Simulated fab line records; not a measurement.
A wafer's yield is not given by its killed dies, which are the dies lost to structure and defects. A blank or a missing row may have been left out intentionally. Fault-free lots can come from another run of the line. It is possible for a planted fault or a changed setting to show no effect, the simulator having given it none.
Chamber matching    flow n5_finfet    N5_BEOL_M15_ETCH_61 on rie_diel-06 has 4 sister chambers
The step etches BARC in N2/H2, target depth 89 nm, overetch 26.7 nm, time 67.9 s. 4 wafers are shown with their chamber, then 7 later ones without.

## WAFERS, EACH WITH ITS CHAMBER
wafer   chamber  showerhead_plenum_p_Torr (Torr)
L078.3  0        2.40
L079.2  3        2.62
L081.6  1        2.46
L087.5  2        2.70

## WAFERS MISSING THEIR CHAMBER
wafer   showerhead_plenum_p_Torr (Torr)
L087.6  2.62
L093.1  2.69
L093.2  2.61
L093.5  2.69
L096.1  2.71
L096.3  2.69
L096.4  2.44

## CHAMBER TAKEN BY EACH
wafer    from the rows above       in truth
L087.6   3                         3
L093.1   2                         2
L093.2   3                         3
L093.5   2                         2
L096.1   2                         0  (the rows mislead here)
L096.3   2                         2
L096.4   can't be placed: 1 or 0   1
5 of 7 placed correctly. From these rows, 1 cannot be placed; in 1 the true chamber is one of the candidates. Wrongly placed: 1.
How it was worked out, from the rows above alone: a wafer's distance from a chamber is the root of the sum, over the readings, of the square of ((its reading less the chamber's mean) divided by the reading's scatter). The wafer belongs to the nearest chamber; if the next one is less than 2 further off, it can't be placed. Each chamber's mean is taken over the wafers shown for it. The scatter (one wafer shown for each chamber): square how far every hidden wafer sits from the nearest shown wafer, average those squares and take the square root.
